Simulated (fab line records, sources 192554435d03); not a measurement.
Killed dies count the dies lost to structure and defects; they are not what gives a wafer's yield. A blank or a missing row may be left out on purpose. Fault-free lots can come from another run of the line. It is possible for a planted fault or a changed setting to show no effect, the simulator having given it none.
8D (eight disciplines) problem report, filled in by code | flow n5 finfet | the parts of the form that need people (team, actions taken, sign-off) are left out

== 1. THE PROBLEM ==
A mean of 43.3 nm is read at N5_BEOL_M6_CD_MEAS_18 for cd nm, taken on 1 wafer of 1 lot, against 39.6 nm (standard deviation 0.77) on wafers free of any fault. Relative to the usual mean, that is a shift of +4.8 standard deviations.
The step: pitch 80 nm, target cd 40 nm.
Seen first at day 13 19:32 on cd sem-01, wafer L447.2. The record holds 27 wafers of 10 lots with a number at this step. Rule for "out", or "out of limits": more than 4 standard deviations from the usual mean. All remaining wafers that have a number are taken as sound.

== 2. WHAT THIS IS AND IS NOT ==
question                    | is                | is not
which readings at this step | cd nm             | -
which lots                  | L447              | L428, L429, L433, L434, L435, L437, L438, L441, L443
which wafers of those lots  | L447.2            | L447.1, L447.5
read on which gauges        | cd sem-01         | cd sem-02, cd sem-03
when                        | from day 13 19:32 | up to then (26 sound wafers)

== 3. WHAT RULES OUT EACH SUSPECT ==
Counting: any tool at a process step up to the reading remains a suspect provided it ran every lot that is out. Sound lots after the first of them don't rule it out here, since some wafers of a struck lot are sound.
- ruled out: the gauge at N5_BEOL_M6_CD_MEAS_18. All the wafers that are out were read on cd sem-01, but those of them that N5_BEOL_M6_HM_OPEN_17 has rows for are out there too, on other tools.
- pecvd-01 at N5_BEOL_M5_DEP_56 (deposits SiCN from 3MS/NH3, target thk 8 nm, time 14 s): kept. It ran the lot that is out, L447 (day 13 17:26); its last sound lot up to then is L437 (day 11 01:09).
- rie diel-04 at N5_BEOL_M6_ETCH_62 (etches SOC in N2/H2, target depth 110 nm, overetch 22 nm, time 165 s): kept. It ran the lot that is out, L447 (day 13 19:11); its last sound lot up to then is L443 (day 12 18:44).
- rie metal-03 at N5_BEOL_M6_HM_OPEN_17 (chemistry Cl2/BCl3, target TiN, target depth 20 nm, overetch 6 nm): kept. It ran the lot that is out, L447 (day 13 19:22); its last sound lot up to then is L443 (day 12 18:55). Its own oes product au, throttle valve pct readings are out on those wafers.
- rie diel-04, N5_BEOL_M6_ETCH_62: wafers that are out in chamber 0, sound lot-mates in chambers 2, 3.
- Within rie metal-03 at N5_BEOL_M6_HM_OPEN_17, the wafers that are out were processed in chamber 1 and their sound lot-mates in chamber 0.
The count leaves pecvd-01 at N5_BEOL_M5_DEP_56, rie diel-04 at N5_BEOL_M6_ETCH_62, and rie metal-03 at N5_BEOL_M6_HM_OPEN_17.

== 4. THE CAUSE (what the simulator had put in) ==
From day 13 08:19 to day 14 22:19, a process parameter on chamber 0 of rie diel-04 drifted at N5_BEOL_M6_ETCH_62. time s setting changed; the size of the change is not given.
Counting left 3 suspects, and this tool is among them.

== 5. THE EFFECT CHAIN, in route order ==
One row per reading whose mean, taken over the struck wafers that have a number, lies over 3 standard deviations from the usual. Only readings for which the record gives a usual standard deviation are gone through. hours: the time from each lot's start at the first step in this table that gives one to its start at this step, as a median over the lots. sigmas: the change in usual standard deviations.
hours | step                  | reading            | usual     | on struck wafers | change | sigmas
0     | N5_BEOL_M6_HM_OPEN_17 | oes product au     | 0.64 a.u. | 0.36             | -0.28  | -5.5
0     | N5_BEOL_M6_HM_OPEN_17 | throttle valve pct | 22.23 %   | 22.88            | +0.65  | +5.4
0     | N5_BEOL_M6_CD_MEAS_18 | cd nm              | 39.6 nm   | 43.3             | +3.7   | +4.8
Process steps it contains:
- N5_BEOL_M6_HM_OPEN_17: chemistry Cl2/BCl3, target TiN, target depth 20 nm, overetch 6 nm.

== 6. HOW IT WOULD HAVE BEEN CAUGHT EARLIER ==
11 hours passed between the start of the fault at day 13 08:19 and the first reading out of limits at a measuring or inspecting step in this record, taken at day 13 19:32.
Tool readings at N5_BEOL_M6_ETCH_62 with a usual standard deviation given in the record: none out on any struck wafer, hence no alarm at a limit of 4 standard deviations on them.
Each of the lots that are out, 1 in all, had begun N5_BEOL_M6_ETCH_62 on rie diel-04 no later than day 13 19:32. A hold on the tool at that time would have spared none of them.
